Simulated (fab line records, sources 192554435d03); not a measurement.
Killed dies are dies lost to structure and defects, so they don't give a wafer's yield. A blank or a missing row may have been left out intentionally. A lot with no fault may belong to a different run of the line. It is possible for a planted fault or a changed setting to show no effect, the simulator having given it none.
fab line records -- flow n5-finfet
record: lots: 7, wafers: 21
route steps=1938 shown BEOL_M5@1145 BEOL_M7@1270 BEOL_M8@1336
start-h: the number of hours between the record's first day and the start of the first shown wafer of the lot -- wait-h: time in hours since the lot's previous step -- " identical to the entry in the row above -- L1.1+2: a single row standing in for several wafers -- - value missing, or start not given -- * or withheld: withheld -- < > ~ a bound
route shown NAME@n: a module of which the file shows steps, and the number in the route of the first -- usual: the fault-free wafers' mean and standard deviation -- same: alike in all rows -- chamber/n: place in a boat -- sites: each site's reading -- _std_site: the standard deviation of these -- _edge_site: outer sites' mean less inner sites' -- radius-mm: how far each site lies from the wafer's centre -- mask NAME#n: copy n -- behind: tool/chamber where the wafer was last shaped -- hold: the reason the lot was held/the length of the hold in hours/how it ended -- device: transistor that didn't switch, given as n, p or np -- end of line: tests of these same wafers at the route's end -- for a step that has no rows: nothing shown but its recipe -- killed: count of dies lost to structure and defects at first sort (not the wafer's yield) -- map: the dies of a wafer, with x for killed, . for not killed, _ for no die there
set.NAME: the setting as run; set.NAME@STEP: as run at that earlier step -- model.NAME: the simulator's own value behind a step, which no gauge read
lots whose settings were changed on purpose; a table a step, a row a wafer
== steps ==
step: N5_BEOL_M5_EXPOSE_25
recipe: mask-id: V4, na: 0.33, source-shape: quasar, sigma-inner: 0.2, sigma-outer: 0.6, polarization: unpolarized, defocus-nm: 10, dose-mj: 52.75
lot.wafer,tool,chamber,start-h,wait-h,mask,set.dose-mj
L079.1,euv-scanner-02,0,244.92,-,V4#0,55.34
L079.4+6,euv-scanner-02,0,244.92,-,V4#0,52.75
L084.2,euv-scanner-02,0,293.44,-,V4#0,52.75
L084.3+4,euv-scanner-02,0,293.44,-,V4#0,56.28
L086.1+3,euv-scanner-02,0,302.67,-,V4#0,50.47
L086.4,euv-scanner-02,0,302.67,-,V4#0,52.75
L088.2,euv-scanner-01,0,302.85,-,V4#0,52.75
L088.4+6,euv-scanner-01,0,302.85,-,V4#0,54.35
L095.1+3+6,euv-scanner-01,0,334.82,-,V4#0,52.75
L096.3+6,euv-scanner-01,0,338.92,-,V4#0,52.75
L096.5,euv-scanner-01,0,338.92,-,V4#0,49.76
L097.2+5+6,euv-scanner-02,0,367.75,-,V4#0,52.75
step: N5_BEOL_M5_PEB_26
recipe: peb-temp-c: 100, peb-time-s: 60, resist: CAR-EUV
step: N5_BEOL_M5_DEVELOP_27
recipe: develop-time-s: 30, developer: TMAH, resist: CAR-EUV, rinse-liquid: surfactant-rinse, dry: air-spin, dev-temp-c: 23
step: N5_BEOL_M5_CD_MEAS_28
recipe: target-cd-nm: 30.6, landing-energy-ev: 500, detector: se-inlens, target-cd-y-nm: 20, polarity: opening
usual: cd-nm: 30.50/0.27
lot.wafer,tool,chamber,start-h,wait-h,set.dose-mj@BEOL_M5_EXPOSE_25,cd-nm
L079.1,cd-sem-02,0,245.06,-,55.34,31.24
L079.4,cd-sem-02,0,245.06,-,52.75,30.08
L079.6,cd-sem-02,0,245.06,-,52.75,30.33
L084.2,cd-sem-02,0,293.58,-,52.75,30.26
L084.3,cd-sem-02,0,293.58,-,56.28,31.72
L084.4,cd-sem-02,0,293.58,-,56.28,32.03
L086.1,cd-sem-01,0,302.81,-,50.47,29.70
L086.3,cd-sem-01,0,302.81,-,50.47,29.49
L086.4,cd-sem-01,0,302.81,-,52.75,30.81
L088.2,cd-sem-01,0,302.98,-,52.75,30.70
L088.4,cd-sem-01,0,302.98,-,54.35,30.93
L088.6,cd-sem-01,0,302.98,-,54.35,31.12
L095.1,cd-sem-01,0,334.96,-,52.75,30.64
L095.3,cd-sem-01,0,334.96,-,52.75,30.75
L095.6,cd-sem-01,0,334.96,-,52.75,30.53
L096.3,cd-sem-02,0,339.04,-,52.75,30.71
L096.5,cd-sem-02,0,339.04,-,49.76,29.17
L096.6,cd-sem-02,0,339.04,-,52.75,30.53
L097.2,cd-sem-03,0,367.88,-,52.75,30.45
L097.5,cd-sem-03,0,367.88,-,52.75,30.20
L097.6,cd-sem-03,0,367.88,-,52.75,30.28
step: N5_BEOL_M5_DESCUM_33
recipe: chemistry: O2, time-s: 7, source-power-w: 50, bias-power-w: 20, pressure-mtorr: 20, rf-frequency-hz: 2.712e+07, temp-c: 40, resist: CAR-EUV, o2-flow-sccm: 225
step: N5_BEOL_M5_ETCH_75
recipe: chemistry: N2/H2, target: underlayer, target-depth-a: 65, mask-material: CAR-EUV, time-s: 5.2, ion-energy-ev: 200, pressure-mtorr: 30, source-w: 840, bias-w: 150, n2-flow-sccm: 200, h2-flow-sccm: 200, ends: cleared
lot.wafer,tool,chamber,start-h,wait-h,set.dose-mj@BEOL_M5_EXPOSE_25,model.BEOL_M5.cd-nm
L079.1,rie-diel-05,0,245.23,0.0,55.34,28.4
L079.4,rie-diel-05,3,245.23,0.0,52.75,28
L079.6,rie-diel-05,0,245.23,0.0,52.75,27.2
L084.2,rie-diel-02,2,293.81,0.0,52.75,27.4
L084.3,rie-diel-02,0,293.81,0.0,56.28,29
L084.4,rie-diel-02,3,293.81,0.0,56.28,29.2
L086.1,rie-diel-05,0,302.96,0.0,50.47,26.6
L086.3,rie-diel-05,2,302.96,0.0,50.47,27.2
L086.4,rie-diel-05,1,302.96,0.0,52.75,28.4
L088.2,rie-diel-05,1,303.49,0.0,52.75,28.2
L088.4,rie-diel-05,0,303.49,0.0,54.35,28.8
L088.6,rie-diel-05,0,303.49,0.0,54.35,28.4
L095.1+3,rie-diel-05,"1,0",335.11,0.0,52.75,27.8
L095.6,rie-diel-05,2,335.11,0.0,52.75,28
L096.3,rie-diel-03,1,339.22,0.0,52.75,28.4
L096.5,rie-diel-03,0,339.22,0.0,49.76,27
L096.6,rie-diel-03,3,339.22,0.0,52.75,28
L097.2+5,rie-diel-03,3,368.04,0.0,52.75,27.4
L097.6,rie-diel-03,1,368.04,0.0,52.75,27.6
step: N5_BEOL_M5_ETCH_67
recipe: chemistry: CF4, target: SiARC, target-depth-a: 156, mask-material: CAR-EUV, time-s: 26, ion-energy-ev: 80, pressure-mtorr: 40, source-w: 545, bias-w: 36, Ar_flow_sccm: 100, cf4-flow-sccm: 100, ends: cleared
step: N5_BEOL_M5_ETCH_68
recipe: chemistry: N2/H2, target: SOC, target-depth-a: 800, overetch-a: 160, mask-material: SiARC, temp-c: 40, time-s: 120, ion-energy-ev: 200, pressure-mtorr: 30, source-w: 840, bias-w: 150, n2-flow-sccm: 200, h2-flow-sccm: 200
lot.wafer,tool,chamber,start-h,wait-h,set.dose-mj@BEOL_M5_EXPOSE_25,model.BEOL_M5.cd-nm
L079.1,rie-diel-05,0,245.28,0.0,55.34,28.2
L079.4,rie-diel-05,3,245.28,0.0,52.75,27.6
L079.6,rie-diel-05,0,245.28,0.0,52.75,27.2
L084.2,rie-diel-02,2,293.86,0.0,52.75,27.2
L084.3+4,rie-diel-02,"0,3",293.86,0.0,56.28,29
L086.1,rie-diel-05,0,303.01,0.0,50.47,26.8
L086.3,rie-diel-05,2,303.01,0.0,50.47,27.2
L086.4,rie-diel-05,1,303.01,0.0,52.75,28.6
L088.2,rie-diel-05,1,303.54,0.0,52.75,28.4
L088.4,rie-diel-05,0,303.54,0.0,54.35,28.6
L088.6,rie-diel-05,0,303.54,0.0,54.35,28.4
L095.1+3+6,rie-diel-05,"1,0,2",335.16,0.0,52.75,27.8
L096.3,rie-diel-03,1,339.27,0.0,52.75,28.8
L096.5,rie-diel-03,0,339.27,0.0,49.76,26.8
L096.6,rie-diel-03,3,339.27,0.0,52.75,27.8
L097.2,rie-diel-03,3,368.08,0.0,52.75,27
L097.5,rie-diel-03,3,368.08,0.0,52.75,26.8
L097.6,rie-diel-03,1,368.08,0.0,52.75,27.6
step: N5_BEOL_M7_COAT_05
recipe: resist: CAR-ArF, spin-rpm: 1500, resist-thk-nm: 90
lot.wafer,tool,chamber,start-h,wait-h,set.spin-rpm,model.CAR-ArF_of_BEOL_M7_COAT_05.thk-nm
L079.1,litho-track-01,0,-,-,1500,90.2
L079.4+6,litho-track-01,0,-,-,1604,87.2
L084.2,litho-track-04,0,-,-,1390,93.2
L084.3,litho-track-04,0,-,-,1390,93.4
L084.4,litho-track-04,0,-,-,1500,89.6
L086.1+3,litho-track-02,0,-,-,1500,90
L086.4,litho-track-02,0,-,-,1500,90.2
L088.2+6,litho-track-04,0,-,-,1581,87.4
L088.4,litho-track-04,0,-,-,1500,90
L095.1,litho-track-01,0,-,-,1500,90.2
L095.3,litho-track-01,0,-,-,1340,95.2
L095.6,litho-track-01,0,-,-,1340,94.8
L096.3+5,litho-track-01,0,-,-,1500,89.8
L096.6,litho-track-01,0,-,-,1500,90.2
L097.2,litho-track-02,0,-,-,1500,89.4
L097.5+6,litho-track-02,0,-,-,1500,89.8
step: N5_BEOL_M7_EXPOSE_08
recipe: mask-id: M7, na: 1.35, source-shape: dipole, sigma-inner: 0.817, sigma-outer: 0.97, polarization: te, dose-mj: 68.25
lot.wafer,tool,chamber,start-h,wait-h,mask,set.dose-mj
L079.1+4,arfi-scanner-03,0,264.89,-,M7#0,68.25
L079.6,arfi-scanner-03,0,264.89,-,M7#0,63.75
L084.2+3+4,arfi-scanner-03,0,313.05,-,M7#0,68.25
L086.1+3,arfi-scanner-01,0,321.81,-,M7#0,64.55
L086.4,arfi-scanner-01,0,321.81,-,M7#0,68.25
L088.2+4,arfi-scanner-03,0,321.98,-,M7#0,68.25
L088.6,arfi-scanner-03,0,321.98,-,M7#0,64.59
L095.1,arfi-scanner-01,0,350.73,-,M7#0,68.25
L095.3+6,arfi-scanner-01,0,350.73,-,M7#0,66.97
L096.3+5,arfi-scanner-03,0,357.89,-,M7#0,68.25
L096.6,arfi-scanner-03,0,357.89,-,M7#0,63.51
L097.2+5+6,arfi-scanner-02,0,386.31,-,M7#0,68.25
step: N5_BEOL_M7_PEB_09
recipe: peb-temp-c: withheld, peb-time-s: 60, resist: CAR-ArF
step: N5_BEOL_M7_DEVELOP_10
recipe: develop-time-s: 30, developer: TMAH, resist: CAR-ArF, rinse-liquid: diw, dry: air-spin, dev-temp-c: 23
step: N5_BEOL_M7_CD_MEAS_11
recipe: target-cd-nm: 38.5, landing-energy-ev: 500, detector: se-inlens, polarity: opening
usual: cd-nm: 38.5/0.57
lot.wafer,tool,chamber,start-h,wait-h,set.dose-mj@BEOL_M7_EXPOSE_08,cd-nm
L079.1,cd-sem-02,0,265.02,-,68.25,38.5
L079.4,cd-sem-02,0,265.02,-,68.25,38.8
L079.6,cd-sem-02,0,265.02,-,63.75,35.6
L084.2,cd-sem-02,0,313.18,-,68.25,38.6
L084.3,cd-sem-02,0,313.18,-,68.25,37.7
L084.4,cd-sem-02,0,313.18,-,68.25,38.4
L086.1,cd-sem-03,0,321.94,-,64.55,35.9
L086.3,cd-sem-03,0,321.94,-,64.55,36.8
L086.4,cd-sem-03,0,321.94,-,68.25,39.2
L088.2,cd-sem-03,0,322.10,-,68.25,38.8
L088.4,cd-sem-03,0,322.10,-,68.25,38.6
L088.6,cd-sem-03,0,322.10,-,64.59,36.8
L095.1,cd-sem-02,0,350.86,-,68.25,38.1
L095.3,cd-sem-02,0,350.86,-,66.97,37.1
L095.6,cd-sem-02,0,350.86,-,66.97,37.0
L096.3,cd-sem-03,0,358.01,-,68.25,39.5
L096.5,cd-sem-03,0,358.01,-,68.25,38.8
L096.6,cd-sem-03,0,358.01,-,63.51,35.6
L097.2,cd-sem-02,0,386.43,-,68.25,37.5
L097.5,cd-sem-02,0,386.43,-,68.25,38.2
L097.6,cd-sem-02,0,386.43,-,68.25,37.4
step: N5_BEOL_M7_DESCUM_16
recipe: chemistry: O2, time-s: 7.9, source-power-w: 50, bias-power-w: 20, pressure-mtorr: 20, rf-frequency-hz: 2.712e+07, temp-c: 40, resist: CAR-ArF, o2-flow-sccm: 225
lot.wafer,tool,chamber,start-h,wait-h,set.spin-rpm@BEOL_M7_COAT_05,model.CAR-ArF_of_BEOL_M7_COAT_05.thk-nm
L079.1,rie-diel-03,3,265.10,0.0,1500,83.8
L079.4,rie-diel-03,2,265.10,0.0,1604,80.8
L079.6,rie-diel-03,2,265.10,0.0,1604,80.6
L084.2,rie-diel-05,0,313.56,0.0,1390,86.6
L084.3,rie-diel-05,3,313.56,0.0,1390,86.8
L084.4,rie-diel-05,1,313.56,0.0,1500,83
L086.1,rie-diel-03,1,322.03,0.0,1500,83.4
L086.3+4,rie-diel-03,"2,0",322.03,0.0,1500,83.6
L088.2,rie-diel-02,0,322.19,0.0,1581,80.8
L088.4,rie-diel-02,3,322.19,0.0,1500,83.4
L088.6,rie-diel-02,3,322.19,0.0,1581,81
L095.1,rie-diel-03,1,351.10,0.2,1500,83.6
L095.3,rie-diel-03,3,351.10,0.2,1340,88.8
L095.6,rie-diel-03,3,351.10,0.2,1340,88.2
L096.3+5,rie-diel-02,2,358.10,0.0,1500,83.4
L096.6,rie-diel-02,3,358.10,0.0,1500,83.6
L097.2,rie-diel-02,2,386.56,0.1,1500,83
L097.5+6,rie-diel-02,"0,2",386.56,0.1,1500,83.4
step: N5_BEOL_M7_ETCH_61
recipe: chemistry: CF4, target: SiARC, target-depth-a: 455, mask-material: CAR-ArF, time-s: 75.8, ion-energy-ev: 80, pressure-mtorr: 40, source-w: 545, bias-w: 36, Ar_flow_sccm: 100, cf4-flow-sccm: 100, ends: cleared
lot.wafer,tool,chamber,start-h,wait-h,set.dose-mj@BEOL_M7_EXPOSE_08,model.BEOL_M7.cd-offset-nm
L079.1+4,rie-diel-03,"3,2",265.14,0.0,68.25,0
L079.6,rie-diel-03,2,265.14,0.0,63.75,-3.2
L084.2,rie-diel-05,0,313.60,0.0,68.25,0.2
L084.3,rie-diel-05,3,313.60,0.0,68.25,-0.8
L084.4,rie-diel-05,1,313.60,0.0,68.25,-0.2
L086.1,rie-diel-03,1,322.06,0.0,64.55,-2.8
L086.3,rie-diel-03,2,322.06,0.0,64.55,-2.2
L086.4,rie-diel-03,0,322.06,0.0,68.25,0
L088.2,rie-diel-02,0,322.23,0.0,68.25,0.4
L088.4,rie-diel-02,3,322.23,0.0,68.25,0.8
L088.6,rie-diel-02,3,322.23,0.0,64.59,-1.4
L095.1,rie-diel-03,1,351.14,0.0,68.25,-0.2
L095.3,rie-diel-03,3,351.14,0.0,66.97,-1.8
L095.6,rie-diel-03,3,351.14,0.0,66.97,-1.6
L096.3,rie-diel-02,2,358.13,0.0,68.25,0.8
L096.5,rie-diel-02,2,358.13,0.0,68.25,0
L096.6,rie-diel-02,3,358.13,0.0,63.51,-2.6
L097.2,rie-diel-02,2,386.59,0.0,68.25,-1
L097.5,rie-diel-02,0,386.59,0.0,68.25,0
L097.6,rie-diel-02,2,386.59,0.0,68.25,-1.2
step: N5_BEOL_M7_ETCH_62
recipe: chemistry: N2/H2, target: SOC, target-depth-a: 1100, overetch-a: 220, mask-material: SiARC, temp-c: 40, time-s: 165, ion-energy-ev: 200, pressure-mtorr: 30, source-w: 840, bias-w: 150, n2-flow-sccm: 200, h2-flow-sccm: 200
lot.wafer,tool,chamber,start-h,wait-h,set.dose-mj@BEOL_M7_EXPOSE_08,model.BEOL_M7.cd-offset-nm
L079.1,rie-diel-03,3,265.20,0.0,68.25,-0.2
L079.4,rie-diel-03,2,265.20,0.0,68.25,0
L079.6,rie-diel-03,2,265.20,0.0,63.75,-3
L084.2,rie-diel-05,0,313.65,0.0,68.25,0.2
L084.3,rie-diel-05,3,313.65,0.0,68.25,-0.8
L084.4,rie-diel-05,1,313.65,0.0,68.25,-0.4
L086.1,rie-diel-03,1,322.12,0.0,64.55,-2.8
L086.3,rie-diel-03,2,322.12,0.0,64.55,-2.4
L086.4,rie-diel-03,0,322.12,0.0,68.25,0
L088.2,rie-diel-02,0,322.28,0.0,68.25,0.2
L088.4,rie-diel-02,3,322.28,0.0,68.25,0.4
L088.6,rie-diel-02,3,322.28,0.0,64.59,-1.6
L095.1,rie-diel-03,1,351.19,0.0,68.25,0
L095.3,rie-diel-03,3,351.19,0.0,66.97,-2
L095.6,rie-diel-03,3,351.19,0.0,66.97,-1.8
L096.3,rie-diel-02,2,358.19,0.0,68.25,0.2
L096.5,rie-diel-02,2,358.19,0.0,68.25,-0.4
L096.6,rie-diel-02,3,358.19,0.0,63.51,-3
L097.2,rie-diel-02,2,386.65,0.0,68.25,-1.4
L097.5,rie-diel-02,0,386.65,0.0,68.25,-0.4
L097.6,rie-diel-02,2,386.65,0.0,68.25,-1.6
step: N5_BEOL_M7_STRIP_68
recipe: chemistry: N2/H2, temp-c: 40, n2-flow-sccm: 200, h2-flow-sccm: 200, rf-frequency-hz: 6e+07
step: N5_BEOL_M7_STRIP_67
recipe: chemistry: CF4, resist: SiARC, power-w: 300, bias-power-w: 75, pressure-mtorr: 50, cf4-flow-sccm: 150, rf-frequency-hz: 6e+07
step: N5_BEOL_M7_HM_OPEN_17
recipe: chemistry: Cl2/BCl3, target-depth-a: 200, overetch-a: 60, target: TiN, mask-material: SOC, ion-energy-ev: 150, pressure-mtorr: 10, icp-w: 1000, bias-w: 126, Cl2_flow_sccm: 53.25, bcl3-flow-sccm: 21.75, Ar_flow_sccm: 25
lot.wafer,tool,chamber,start-h,wait-h,set.dose-mj@BEOL_M7_EXPOSE_08,model.BEOL_M7.cd-offset-nm
L079.1,rie-metal-01,1,265.38,0.0,68.25,-0.2
L079.4,rie-metal-01,0,265.38,0.0,68.25,0
L079.6,rie-metal-01,0,265.38,0.0,63.75,-3
L084.2,rie-metal-02,1,313.84,0.0,68.25,0
L084.3,rie-metal-02,1,313.84,0.0,68.25,-1
L084.4,rie-metal-02,0,313.84,0.0,68.25,-0.2
L086.1,rie-metal-01,1,322.30,0.0,64.55,-2.8
L086.3,rie-metal-01,1,322.30,0.0,64.55,-2.4
L086.4,rie-metal-01,0,322.30,0.0,68.25,0
L088.2,rie-metal-01,1,322.47,0.0,68.25,0
L088.4,rie-metal-01,1,322.47,0.0,68.25,0.4
L088.6,rie-metal-01,0,322.47,0.0,64.59,-1.6
L095.1,rie-metal-03,0,351.39,0.0,68.25,0
L095.3,rie-metal-03,0,351.39,0.0,66.97,-2.2
L095.6,rie-metal-03,0,351.39,0.0,66.97,-1.8
L096.3,rie-metal-01,1,358.40,0.1,68.25,0
L096.5,rie-metal-01,1,358.40,0.1,68.25,-0.6
L096.6,rie-metal-01,0,358.40,0.1,63.51,-3
L097.2+6,rie-metal-01,1,386.83,0.0,68.25,-1.4
L097.5,rie-metal-01,0,386.83,0.0,68.25,-0.4
step: N5_BEOL_M7_STRIP_19
recipe: chemistry: O2, power-w: 400, temp-c: 40, pressure-mtorr: 30, rf-frequency-hz: 6e+07, bias-power-w: 0, overash-fraction: 0.2, o2-flow-sccm: 225
step: N5_BEOL_M7_CD_MEAS_18
recipe: pitch-nm: 80, target-cd-nm: 40
usual: cd-nm: 39.9/0.62
lot.wafer,tool,chamber,start-h,wait-h,set.dose-mj@BEOL_M7_EXPOSE_08,cd-nm
L079.1,cd-sem-03,-,265.59,0.0,68.25,39.7
L079.4,cd-sem-03,-,265.59,0.0,68.25,39.8
L079.6,cd-sem-03,-,265.59,0.0,63.75,36.9
L084.2,cd-sem-02,-,314.12,0.1,68.25,39.9
L084.3,cd-sem-02,-,314.12,0.1,68.25,39.1
L084.4,cd-sem-02,-,314.12,0.1,68.25,39.4
L086.1,cd-sem-02,-,322.51,0.0,64.55,37.2
L086.3,cd-sem-02,-,322.51,0.0,64.55,37.7
L086.4,cd-sem-02,-,322.51,0.0,68.25,40.1
L088.2,cd-sem-02,-,322.68,0.1,68.25,40.2
L088.4,cd-sem-02,-,322.68,0.1,68.25,40.9
L088.6,cd-sem-02,-,322.68,0.1,64.59,38.1
L095.1,cd-sem-03,-,351.66,0.0,68.25,39.8
L095.3,cd-sem-03,-,351.66,0.0,66.97,37.9
L095.6,cd-sem-03,-,351.66,0.0,66.97,38.3
L096.3,cd-sem-03,-,358.64,0.1,68.25,40.1
L096.5,cd-sem-03,-,358.64,0.1,68.25,39.6
L096.6,cd-sem-03,-,358.64,0.1,63.51,36.7
L097.2,cd-sem-01,-,387.02,0.1,68.25,38.2
L097.5,cd-sem-01,-,387.02,0.1,68.25,39.6
L097.6,cd-sem-01,-,387.02,0.1,68.25,38.4
step: N5_BEOL_M7_COAT_63
recipe: resist: SOC, temp-c: 250, time-s: 60, spin-rpm: 1500, resist-thk-nm: 60
step: N5_BEOL_M7_COAT_64
recipe: resist: SiARC, temp-c: 220, time-s: 60, spin-rpm: 1500, resist-thk-nm: 12
step: N5_BEOL_M7_PRECLEAN_42
recipe: chemistry: residue-remover, time-s: 60, temp-c: 40
step: N5_BEOL_M7_SRD_43
recipe: time-s: 30, temp-c: 23, rinse-liquid: diw, dry: ipa-marangoni
step: N5_BEOL_M7_CD_MEAS_35
recipe: target-cd-nm: 40, polarity: opening
usual: cd-nm: 39.9/0.64
lot.wafer,tool,chamber,start-h,wait-h,set.dose-mj@BEOL_M7_EXPOSE_08,cd-nm
L079.1,cd-sem-03,-,269.05,0.0,68.25,40.1
L079.4,cd-sem-03,-,269.05,0.0,68.25,39.9
L079.6,cd-sem-03,-,269.05,0.0,63.75,36.6
L084.2,cd-sem-02,-,316.43,0.0,68.25,40.3
L084.3,cd-sem-02,-,316.43,0.0,68.25,39.1
L084.4,cd-sem-02,-,316.43,0.0,68.25,39.7
L086.1,cd-sem-03,-,326.21,0.0,64.55,37.3
L086.3,cd-sem-03,-,326.21,0.0,64.55,37.4
L086.4,cd-sem-03,-,326.21,0.0,68.25,39.8
L088.2,cd-sem-01,-,326.28,0.0,68.25,39.9
L088.4,cd-sem-01,-,326.28,0.0,68.25,40.7
L088.6,cd-sem-01,-,326.28,0.0,64.59,38.3
L095.1,cd-sem-02,-,358.41,0.0,68.25,39.6
L095.3,cd-sem-02,-,358.41,0.0,66.97,37.8
L095.6,cd-sem-02,-,358.41,0.0,66.97,38.2
L096.3,cd-sem-01,-,360.98,0.0,68.25,40.3
L096.5,cd-sem-01,-,360.98,0.0,68.25,38.9
L096.6,cd-sem-01,-,360.98,0.0,63.51,37.2
L097.2,cd-sem-03,-,389.75,0.0,68.25,38.6
L097.5,cd-sem-03,-,389.75,0.0,68.25,39.8
L097.6,cd-sem-03,-,389.75,0.0,68.25,38.3
step: N5_BEOL_M8_HM_DEP_02
recipe: material: TiN, target-thk-a: 200, temp-c: 25, chamber-pressure-pa: 0.49996
lot.wafer,tool,chamber,start-h,wait-h,set.target-thk-a,model.TiN_of_BEOL_M8_HM_DEP_02.thk-nm
L079.1,pvd-sputter-02,-,273.02,0.7,221.6,22
L079.4+6,pvd-sputter-02,-,273.02,0.7,200,20.2
L084.2,pvd-sputter-03,-,321.79,1.3,200,20.2
L084.3,pvd-sputter-03,-,321.79,1.3,173.2,17.6
L084.4,pvd-sputter-03,-,321.79,1.3,200,20.6
L086.1,pvd-sputter-01,-,334.53,3.6,200,20
L086.3,pvd-sputter-01,-,334.53,3.6,200,20.2
L086.4,pvd-sputter-01,-,334.53,3.6,200,19.8
L088.2,pvd-sputter-01,-,334.73,3.2,200,20.4
L088.4,pvd-sputter-01,-,334.73,3.2,175.6,17.6
L088.6,pvd-sputter-01,-,334.73,3.2,175.6,18
L095.1,pvd-sputter-02,-,363.02,0.5,200,20
L095.3+6,pvd-sputter-02,-,363.02,0.5,200,19.6
L096.3,pvd-sputter-01,-,367.57,3.2,200,20
L096.5,pvd-sputter-01,-,367.57,3.2,200,19.8
L096.6,pvd-sputter-01,-,367.57,3.2,179.4,18
L097.2,pvd-sputter-01,-,394.47,1.4,200,20.6
L097.5,pvd-sputter-01,-,394.47,1.4,200,20.2
L097.6,pvd-sputter-01,-,394.47,1.4,200,20.4
step: N5_BEOL_M8_EXPOSE_08
recipe: mask-id: M8, na: 1.35, source-shape: dipole, sigma-inner: 0.817, sigma-outer: 0.97, polarization: te, dose-mj: 68.25
lot.wafer,tool,chamber,start-h,wait-h,mask,set.dose-mj
L079.1+4,arfi-scanner-01,0,273.27,-,M8#0,66.25
L079.6,arfi-scanner-01,0,273.27,-,M8#0,68.25
L084.2+3,arfi-scanner-02,0,322.17,-,M8#0,68.25
L084.4,arfi-scanner-02,0,322.17,-,M8#0,72.12
L086.1,arfi-scanner-02,0,334.78,-,M8#0,66.55
L086.3+4,arfi-scanner-02,0,334.78,-,M8#0,68.25
L088.2,arfi-scanner-02,0,334.99,-,M8#0,68.25
L088.4+6,arfi-scanner-02,0,334.99,-,M8#0,71.86
L095.1+3+6,arfi-scanner-03,0,363.26,-,M8#0,72.95
L096.3+5,arfi-scanner-03,0,367.83,-,M8#0,68.25
L096.6,arfi-scanner-03,0,367.83,-,M8#0,72.88
L097.2+5+6,arfi-scanner-02,0,394.84,-,M8#0,68.25
step: N5_BEOL_M8_PEB_09
recipe: peb-temp-c: withheld, peb-time-s: 60, resist: CAR-ArF
step: N5_BEOL_M8_DEVELOP_10
recipe: develop-time-s: 30, developer: TMAH, resist: CAR-ArF, rinse-liquid: diw, dry: air-spin, dev-temp-c: 23
step: N5_BEOL_M8_CD_MEAS_11
recipe: target-cd-nm: 38.5, landing-energy-ev: 500, detector: se-inlens, polarity: opening
usual: cd-nm: 38.2/0.56
lot.wafer,tool,chamber,start-h,wait-h,set.dose-mj@BEOL_M8_EXPOSE_08,cd-nm
L079.1,cd-sem-02,0,273.40,-,66.25,36.6
L079.4,cd-sem-02,0,273.40,-,66.25,35.8
L079.6,cd-sem-02,0,273.40,-,68.25,38.5
L084.2,cd-sem-01,0,322.29,-,68.25,39.2
L084.3,cd-sem-01,0,322.29,-,68.25,37.7
L084.4,cd-sem-01,0,322.29,-,72.12,41.1
L086.1,cd-sem-02,0,334.91,-,66.55,37.5
L086.3,cd-sem-02,0,334.91,-,68.25,38.0
L086.4,cd-sem-02,0,334.91,-,68.25,38.0
L088.2,cd-sem-02,0,335.11,-,68.25,38.5
L088.4,cd-sem-02,0,335.11,-,71.86,40.5
L088.6,cd-sem-02,0,335.11,-,71.86,40.5
L095.1,cd-sem-03,0,363.39,-,72.95,41.1
L095.3,cd-sem-03,0,363.39,-,72.95,41.2
L095.6,cd-sem-03,0,363.39,-,72.95,40.7
L096.3,cd-sem-01,0,367.95,-,68.25,38.4
L096.5,cd-sem-01,0,367.95,-,68.25,38.8
L096.6,cd-sem-01,0,367.95,-,72.88,42.3
L097.2,cd-sem-01,0,394.96,-,68.25,38.8
L097.5,cd-sem-01,0,394.96,-,68.25,37.8
L097.6,cd-sem-01,0,394.96,-,68.25,38.3
== key ==
split: step: N5_BEOL_M5_EXPOSE_25, setting: dose-mj, stated: 52.75, by: wafer
response: step: N5_BEOL_M5_CD_MEAS_28, reading: cd-nm, change: +0.235, per: 1%, r: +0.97
response: step: N5_BEOL_M5_ETCH_75, reading: model.BEOL_M5.cd-nm, change: +0.231, per: 1%, r: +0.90
response: step: N5_BEOL_M5_ETCH_68, reading: model.BEOL_M5.cd-nm, change: +0.246, per: 1%, r: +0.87
split: step: N5_BEOL_M7_COAT_05, setting: spin-rpm, stated: 1500, by: wafer
response: step: N5_BEOL_M7_COAT_05, reading: model.CAR-ArF_of_BEOL_M7_COAT_05.thk-nm, change: -0.462, per: 1%, r: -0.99
response: step: N5_BEOL_M7_DESCUM_16, reading: model.CAR-ArF_of_BEOL_M7_COAT_05.thk-nm, change: -0.467, per: 1%, r: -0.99
split: step: N5_BEOL_M7_EXPOSE_08, setting: dose-mj, stated: 68.25, by: wafer
response: step: N5_BEOL_M7_CD_MEAS_11, reading: cd-nm, change: +0.471, per: 1%, r: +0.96
response: step: N5_BEOL_M7_ETCH_61, reading: model.BEOL_M7.cd-offset-nm, change: +0.45, per: 1%, r: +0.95
response: step: N5_BEOL_M7_ETCH_62, reading: model.BEOL_M7.cd-offset-nm, change: +0.438, per: 1%, r: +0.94
response: step: N5_BEOL_M7_HM_OPEN_17, reading: model.BEOL_M7.cd-offset-nm, change: +0.426, per: 1%, r: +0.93
response: step: N5_BEOL_M7_CD_MEAS_18, reading: cd-nm, change: +0.462, per: 1%, r: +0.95
response: step: N5_BEOL_M7_CD_MEAS_35, reading: cd-nm, change: +0.432, per: 1%, r: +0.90
split: step: N5_BEOL_M8_HM_DEP_02, setting: target-thk-a, stated: 200, by: wafer
response: step: N5_BEOL_M8_HM_DEP_02, reading: model.TiN_of_BEOL_M8_HM_DEP_02.thk-nm, change: +0.196, per: 1%, r: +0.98
split: step: N5_BEOL_M8_EXPOSE_08, setting: dose-mj, stated: 68.25, by: wafer
response: step: N5_BEOL_M8_CD_MEAS_11, reading: cd-nm, change: +0.49, per: 1%, r: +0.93
